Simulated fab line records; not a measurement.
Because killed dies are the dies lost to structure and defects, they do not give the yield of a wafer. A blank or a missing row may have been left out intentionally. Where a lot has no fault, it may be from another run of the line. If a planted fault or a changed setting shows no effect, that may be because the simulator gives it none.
What tool caused it? / flow n5-finfet / Sampling: 9 lots, 27 wafers, 5 of 1938 route steps

WHAT THE GAUGES SHOWED, per wafer
N5_BEOL_M4_RC_MEAS_101. Usual: DIBL_N 35.8 mV/V, standard deviation 1.6; DIBL_P 35.6 mV/V, standard deviation 2; IOFF_N 0.15 nA/um, standard deviation 0.031; IOFF_P 0.20 nA/um, standard deviation 0.033; ION_N 668 uA/um, standard deviation 12; ION_P 459 uA/um, standard deviation 6.8; SS_N 71.4 mV/dec, standard deviation 0.53; SS_P 73.1 mV/dec, standard deviation 0.63; VT_N 250 mV, standard deviation 3.5; VT_P -251 mV, standard deviation 3.
lot=L225; measured=day 17 03:42; on=prober-01; DIBL_N (mV/V)=34.6 34.2 33.9; DIBL_P (mV/V)=34.7 34.0 34.0; IOFF_N (nA/um)=0.12 0.12 0.12; IOFF_P (nA/um)=0.17 0.17 0.17; ION_N (uA/um)=643 657 644; ION_P (uA/um)=449 455 451; SS_N (mV/dec)=70.8 70.2 70.4; SS_P (mV/dec)=71.9 72.0 72.1; VT_N (mV)=258 255 256; VT_P (mV)=-252 -253 -254; flag=
lot=L227; measured=day 16 22:43; on=prober-01; DIBL_N (mV/V)=37.1 35.8 35.5; DIBL_P (mV/V)=38.1 36.3 35.6; IOFF_N (nA/um)=0.20 0.17 0.17; IOFF_P (nA/um)=0.23 0.20 0.20; ION_N (uA/um)=702 675 696; ION_P (uA/um)=472 455 467; SS_N (mV/dec)=72.0 71.6 71.9; SS_P (mV/dec)=73.9 74.0 73.4; VT_N (mV)=244 249 246; VT_P (mV)=-247 -250 -251; flag=
lot=L229; measured=day 17 07:19; on=prober-02; DIBL_N (mV/V)=38.4 34.9 36.7; DIBL_P (mV/V)=39.6 35.3 38.1; IOFF_N (nA/um)=0.24 0.15 0.19; IOFF_P (nA/um)=0.29 0.21 0.26; ION_N (uA/um)=691 673 673; ION_P (uA/um)=467 465 469; SS_N (mV/dec)=72.4 71.5 71.7; SS_P (mV/dec)=74.2 73.4 73.8; VT_N (mV)=244 251 248; VT_P (mV)=-246 -251 -247; flag=
lot=L232; measured=day 18 02:15; on=prober-01; DIBL_N (mV/V)=36.0 35.0 37.1; DIBL_P (mV/V)=37.2 37.0 38.1; IOFF_N (nA/um)=0.16 0.15 0.18; IOFF_P (nA/um)=0.17 0.16 0.17; ION_N (uA/um)=667 668 681; ION_P (uA/um)=454 454 448; SS_N (mV/dec)=71.8 71.6 72.0; SS_P (mV/dec)=73.1 73.7 73.1; VT_N (mV)=253 251 248; VT_P (mV)=-256 -255 -254; flag=
lot=L230; measured=day 17 18:42; on=prober-02; DIBL_N (mV/V)=34.1 33.2 35.9; DIBL_P (mV/V)=33.8 32.4 35.9; IOFF_N (nA/um)=0.11 0.11 0.15; IOFF_P (nA/um)=0.17 0.15 0.20; ION_N (uA/um)=655 643 668; ION_P (uA/um)=455 444 461; SS_N (mV/dec)=71.3 71.7 71.4; SS_P (mV/dec)=72.1 72.2 72.8; VT_N (mV)=253 256 253; VT_P (mV)=-253 -256 -251; flag=
lot=L233; measured=day 18 06:29; on=prober-01; DIBL_N (mV/V)=35.5 36.5 35.1; DIBL_P (mV/V)=34.4 37.1 34.5; IOFF_N (nA/um)=0.15 0.18 0.15; IOFF_P (nA/um)=0.20 0.24 0.20; ION_N (uA/um)=656 687 648; ION_P (uA/um)=453 463 450; SS_N (mV/dec)=71.4 71.7 71.2; SS_P (mV/dec)=73.3 74.2 73.0; VT_N (mV)=251 249 253; VT_P (mV)=-250 -249 -252; flag=
lot=L234; measured=day 17 20:31; on=prober-01; DIBL_N (mV/V)=37.5 35.6 36.9; DIBL_P (mV/V)=37.2 34.8 36.1; IOFF_N (nA/um)=0.17 0.14 0.16; IOFF_P (nA/um)=0.22 0.19 0.21; ION_N (uA/um)=679 659 680; ION_P (uA/um)=461 454 462; SS_N (mV/dec)=71.5 71.2 71.5; SS_P (mV/dec)=73.1 73.4 73.6; VT_N (mV)=246 251 249; VT_P (mV)=-253 -250 -251; flag=
lot=L236; measured=day 19 03:45; on=prober-02; DIBL_N (mV/V)=34.3 36.0 39.0; DIBL_P (mV/V)=35.4 37.6 40.7; IOFF_N (nA/um)=0.14 0.17 0.25; IOFF_P (nA/um)=0.18 0.20 0.27; ION_N (uA/um)=674 679 691; ION_P (uA/um)=463 462 467; SS_N (mV/dec)=70.5 71.3 72.0; SS_P (mV/dec)=72.9 73.1 73.1; VT_N (mV)=250 246 243; VT_P (mV)=-254 -251 -249; flag=
lot=L240; measured=day 20 05:26; on=prober-02; DIBL_N (mV/V)=35.9 35.6 33.5; DIBL_P (mV/V)=35.3 34.6 32.1; IOFF_N (nA/um)=0.15 0.13 0.10; IOFF_P (nA/um)=0.19 0.19 0.15; ION_N (uA/um)=686 659 648; ION_P (uA/um)=472 458 450; SS_N (mV/dec)=71.0 71.7 71.4; SS_P (mV/dec)=72.7 72.8 72.0; VT_N (mV)=247 251 256; VT_P (mV)=-250 -251 -255; flag=

WHICH TOOL RAN EACH LOT (tool, then ch and the chambers of the sampled wafers, then the start)
lot=L225; N5_HKMG_FIN_ALD_72=cvd-w-01 ch 1, day 6 00:42; N5_HKMG_FIN_CMP_23=cmp-02 ch 1,3, day 6 01:05; N5_GATE_CUT_ETCH_56=rie-metal-01 ch 0,1, day 6 01:58; N5_GATE_CUT_ETCHBACK_30=rie-metal-01 ch 0,1, day 6 02:03
lot=L227; N5_HKMG_FIN_ALD_72=cvd-w-01 ch 0, day 6 13:31; N5_HKMG_FIN_CMP_23=cmp-02 ch 0,1,3, day 6 13:47; N5_GATE_CUT_ETCH_56=rie-metal-01 ch 0,1, day 6 14:39; N5_GATE_CUT_ETCHBACK_30=rie-metal-01 ch 0,1, day 6 14:44
lot=L229; N5_HKMG_FIN_ALD_72=cvd-w-01 ch 0,1, day 7 03:02; N5_HKMG_FIN_CMP_23=cmp-02 ch 0,1,3, day 7 03:20; N5_GATE_CUT_ETCH_56=rie-metal-01 ch 1, day 7 04:46; N5_GATE_CUT_ETCHBACK_30=rie-metal-01 ch 1, day 7 04:57
lot=L232; N5_HKMG_FIN_ALD_72=cvd-w-02 ch 0,1, day 7 19:07; N5_HKMG_FIN_CMP_23=cmp-01 ch 0,2,3, day 7 19:16; N5_GATE_CUT_ETCH_56=rie-metal-02 ch 0,1, day 7 20:10; N5_GATE_CUT_ETCHBACK_30=rie-metal-02 ch 0,1, day 7 20:14
lot=L230; N5_HKMG_FIN_ALD_72=cvd-w-01 ch 0,1, day 7 21:33; N5_HKMG_FIN_CMP_23=cmp-01 ch 0,2,3, day 7 21:44; N5_GATE_CUT_ETCH_56=rie-metal-01 ch 0,1, day 7 22:37; N5_GATE_CUT_ETCHBACK_30=rie-metal-01 ch 0,1, day 7 22:42
lot=L233; N5_HKMG_FIN_ALD_72=cvd-w-01 ch 1, day 8 03:08; N5_HKMG_FIN_CMP_23=cmp-03 ch 0,1,3, day 8 03:27; N5_GATE_CUT_ETCH_56=rie-metal-01 ch 0,1, day 8 04:29; N5_GATE_CUT_ETCHBACK_30=rie-metal-01 ch 0,1, day 8 04:35
lot=L234; N5_HKMG_FIN_ALD_72=cvd-w-02 ch 0,1, day 8 08:12; N5_HKMG_FIN_CMP_23=cmp-03 ch 1,2, day 8 08:24; N5_GATE_CUT_ETCH_56=rie-metal-01 ch 0,1, day 8 09:16; N5_GATE_CUT_ETCHBACK_30=rie-metal-01 ch 0,1, day 8 09:21
lot=L236; N5_HKMG_FIN_ALD_72=cvd-w-01 ch 0,1, day 9 05:09; N5_HKMG_FIN_CMP_23=cmp-03 ch 0,2,3, day 9 05:24; N5_GATE_CUT_ETCH_56=rie-metal-03 ch 0,1, day 9 06:16; N5_GATE_CUT_ETCHBACK_30=rie-metal-03 ch 0,1, day 9 06:22
lot=L240; N5_HKMG_FIN_ALD_72=cvd-w-01 ch 0,1, day 9 22:07; N5_HKMG_FIN_CMP_23=cmp-02 ch 0,1,3, day 9 22:22; N5_GATE_CUT_ETCH_56=rie-metal-02 ch 0,1, day 10 01:24; N5_GATE_CUT_ETCHBACK_30=rie-metal-02 ch 0,1, day 10 01:29
- N5_HKMG_FIN_ALD_72: deposits W, target thk 2 nm, pulse time 1 s, purge time 2 s.
- N5_HKMG_FIN_CMP_23: polishes, stops on SiNx, t overpolish 10 s, target thk 46.326 nm.
- N5_GATE_CUT_ETCH_56: etches TiN in Cl2/Ar, target depth 21.6 nm.
- N5_GATE_CUT_ETCHBACK_30: etches TiN in Cl2/Ar, target depth 3 nm.

WHAT THE TOOLS THEMSELVES READ (means of the sampled wafers that have a number; where no wafer has one, the mark that the record gives instead)
N5_HKMG_FIN_ALD_72. Usual: heater-power-w 498 W, standard deviation 63; precursor-pulse-height-rel 0.998, standard deviation 0.019.
lot=L225; tool=cvd-w-01; heater-power-w (W)=395; precursor-pulse-height-rel=1.001; flag=
lot=L227; tool=cvd-w-01; heater-power-w (W)=546; precursor-pulse-height-rel=0.984; flag=
lot=L229; tool=cvd-w-01; heater-power-w (W)=496; precursor-pulse-height-rel=0.983; flag=
lot=L232; tool=cvd-w-02; heater-power-w (W)=513; precursor-pulse-height-rel=1.009; flag=
lot=L230; tool=cvd-w-01; heater-power-w (W)=503; precursor-pulse-height-rel=1.002; flag=
lot=L233; tool=cvd-w-01; heater-power-w (W)=402; precursor-pulse-height-rel=0.996; flag=
lot=L234; tool=cvd-w-02; heater-power-w (W)=516; precursor-pulse-height-rel=0.990; flag=
lot=L236; tool=cvd-w-01; heater-power-w (W)=452; precursor-pulse-height-rel=0.998; flag=
lot=L240; tool=cvd-w-01; heater-power-w (W)=501; precursor-pulse-height-rel=1.002; flag=

N5_HKMG_FIN_CMP_23. Usual: motor-current-A 11.4 A, standard deviation 1.3; overpolish-run-s 10.001 s, standard deviation 0.0091; pad-life-wafers 804, standard deviation 420; time-to-endpoint-s 12.0 s, standard deviation 2.3.
lot=L225; tool=cmp-02; motor-current-A (A)=10.8; overpolish-run-s (s)=9.988; pad-life-wafers=1039; time-to-endpoint-s (s)=8.6; flag=
lot=L227; tool=cmp-02; motor-current-A (A)=10.5; overpolish-run-s (s)=10.000; pad-life-wafers=1160; time-to-endpoint-s (s)=11.5; flag=
lot=L229; tool=cmp-02; motor-current-A (A)=10.6; overpolish-run-s (s)=10.005; pad-life-wafers=1262; time-to-endpoint-s (s)=10.9; flag=
lot=L232; tool=cmp-01; motor-current-A (A)=12.1; overpolish-run-s (s)=10.007; pad-life-wafers=367; time-to-endpoint-s (s)=11.3; flag=
lot=L230; tool=cmp-01; motor-current-A (A)=11.8; overpolish-run-s (s)=10.005; pad-life-wafers=385; time-to-endpoint-s (s)=12.6; flag=
lot=L233; tool=cmp-03; motor-current-A (A)=11.9; overpolish-run-s (s)=10.005; pad-life-wafers=1022; time-to-endpoint-s (s)=12.9; flag=
lot=L234; tool=cmp-03; motor-current-A (A)=12.2; overpolish-run-s (s)=10.004; pad-life-wafers=1080; time-to-endpoint-s (s)=12.1; flag=
lot=L236; tool=cmp-03; motor-current-A (A)=11.6; overpolish-run-s (s)=9.999; pad-life-wafers=1292; time-to-endpoint-s (s)=14.4; flag=
lot=L240; tool=cmp-02; motor-current-A (A)=10.4; overpolish-run-s (s)=10.002; pad-life-wafers=1814; time-to-endpoint-s (s)=11.5; flag=

N5_GATE_CUT_ETCH_56. Usual: bias-w 59.96 W, standard deviation 0.18; chamber-pressure-mTorr 9.999 mTorr, standard deviation 0.0097; drypump-motor-current-A 5.6 A, standard deviation 0.42; oes-product-au 0.73 a.u., standard deviation 0.11; throttle-valve-pct 20.76 %, standard deviation 0.18.
lot=L225; tool=rie-metal-01; bias-w (W)=59.88; chamber-pressure-mTorr (mTorr)=9.995; drypump-motor-current-A (A)=5.2; oes-product-au (a.u.)=0.74; throttle-valve-pct (%)=20.79; flag=
lot=L227; tool=rie-metal-01; bias-w (W)=59.93; chamber-pressure-mTorr (mTorr)=9.992; drypump-motor-current-A (A)=5.5; oes-product-au (a.u.)=0.66; throttle-valve-pct (%)=20.95; flag=
lot=L229; tool=rie-metal-01; bias-w (W)=60.12; chamber-pressure-mTorr (mTorr)=10.004; drypump-motor-current-A (A)=5.0; oes-product-au (a.u.)=0.83; throttle-valve-pct (%)=20.63; flag=
lot=L232; tool=rie-metal-02; bias-w (W)=59.95; chamber-pressure-mTorr (mTorr)=10.012; drypump-motor-current-A (A)=5.9; oes-product-au (a.u.)=0.63; throttle-valve-pct (%)=20.88; flag=
lot=L230; tool=rie-metal-01; bias-w (W)=48.95; chamber-pressure-mTorr (mTorr)=9.999; drypump-motor-current-A (A)=5.5; oes-product-au (a.u.)=0.85; throttle-valve-pct (%)=20.68; flag=OFF
lot=L233; tool=rie-metal-01; bias-w (W)=48.75; chamber-pressure-mTorr (mTorr)=10.000; drypump-motor-current-A (A)=5.2; oes-product-au (a.u.)=0.80; throttle-valve-pct (%)=20.68; flag=OFF
lot=L234; tool=rie-metal-01; bias-w (W)=48.92; chamber-pressure-mTorr (mTorr)=9.992; drypump-motor-current-A (A)=5.5; oes-product-au (a.u.)=0.84; throttle-valve-pct (%)=20.69; flag=OFF
lot=L236; tool=rie-metal-03; bias-w (W)=60.09; chamber-pressure-mTorr (mTorr)=9.995; drypump-motor-current-A (A)=5.9; oes-product-au (a.u.)=0.68; throttle-valve-pct (%)=20.84; flag=
lot=L240; tool=rie-metal-02; bias-w (W)=59.90; chamber-pressure-mTorr (mTorr)=10.004; drypump-motor-current-A (A)=5.9; oes-product-au (a.u.)=0.84; throttle-valve-pct (%)=20.70; flag=

N5_GATE_CUT_ETCHBACK_30. Usual: chamber-pressure-mTorr 10.000 mTorr, standard deviation 0.0091; drypump-motor-current-A 5.6 A, standard deviation 0.43; oes-product-au 0.73 a.u., standard deviation 0.11; throttle-valve-pct 20.76 %, standard deviation 0.18.
lot=L225; tool=rie-metal-01; chamber-pressure-mTorr (mTorr)=10.005; drypump-motor-current-A (A)=5.2; oes-product-au (a.u.)=0.74; throttle-valve-pct (%)=20.79; flag=
lot=L227; tool=rie-metal-01; chamber-pressure-mTorr (mTorr)=10.000; drypump-motor-current-A (A)=5.5; oes-product-au (a.u.)=0.65; throttle-valve-pct (%)=20.96; flag=
lot=L229; tool=rie-metal-01; chamber-pressure-mTorr (mTorr)=10.007; drypump-motor-current-A (A)=4.9; oes-product-au (a.u.)=0.82; throttle-valve-pct (%)=20.64; flag=
lot=L232; tool=rie-metal-02; chamber-pressure-mTorr (mTorr)=9.990; drypump-motor-current-A (A)=5.9; oes-product-au (a.u.)=0.63; throttle-valve-pct (%)=20.88; flag=
lot=L230; tool=rie-metal-01; chamber-pressure-mTorr (mTorr)=10.005; drypump-motor-current-A (A)=5.5; oes-product-au (a.u.)=0.89; throttle-valve-pct (%)=20.63; flag=
lot=L233; tool=rie-metal-01; chamber-pressure-mTorr (mTorr)=9.995; drypump-motor-current-A (A)=5.2; oes-product-au (a.u.)=0.85; throttle-valve-pct (%)=20.63; flag=
lot=L234; tool=rie-metal-01; chamber-pressure-mTorr (mTorr)=10.003; drypump-motor-current-A (A)=5.5; oes-product-au (a.u.)=0.89; throttle-valve-pct (%)=20.62; flag=
lot=L236; tool=rie-metal-03; chamber-pressure-mTorr (mTorr)=9.993; drypump-motor-current-A (A)=5.9; oes-product-au (a.u.)=0.68; throttle-valve-pct (%)=20.84; flag=
lot=L240; tool=rie-metal-02; chamber-pressure-mTorr (mTorr)=9.996; drypump-motor-current-A (A)=6.0; oes-product-au (a.u.)=0.84; throttle-valve-pct (%)=20.70; flag=

THE ANSWER, worked out from the rows above alone
Rule: take the mean of a lot's wafers that have a number; if it is more than 3 standard deviations from the usual mean, the lot is off. A lot without any number at a reading at which 4 lots or more have one is off too. All remaining lots with rows at the step are treated as sound. The gauges are gone through in route order, then the tools' own readings, and for those a lot's mean is taken as printed above. At the first step where some lot is off, the reading lying furthest off is the one used; lots without a number count as furthest.
Off: L230, L233, L234, at N5_GATE_CUT_ETCH_56 (bias-w).
If a tool, at that step or one of the process steps before it, ran each lot that is off and ran no sound lot following the first of them, it fits. One fits: N5_GATE_CUT_ETCH_56 on rie-metal-01. Its last sound lot is L229 (day 7 04:46), its first lot that is off L230 (day 7 22:37): a fault that began between those two fits.
The tool's own readings at N5_GATE_CUT_ETCH_56 bear it out: on the lots that are off they differ by more than 5 times the standard deviation of the sound lots' means. bias-w reads 48.87 W there against 59.98 W on the sound lots.

WHAT THE SIMULATOR HAD PUT IN
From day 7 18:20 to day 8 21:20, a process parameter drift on rie-metal-01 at N5_GATE_CUT_ETCH_56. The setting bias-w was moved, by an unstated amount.
Struck lots among those shown: L230, L234, L233. The same result came from the rule above.
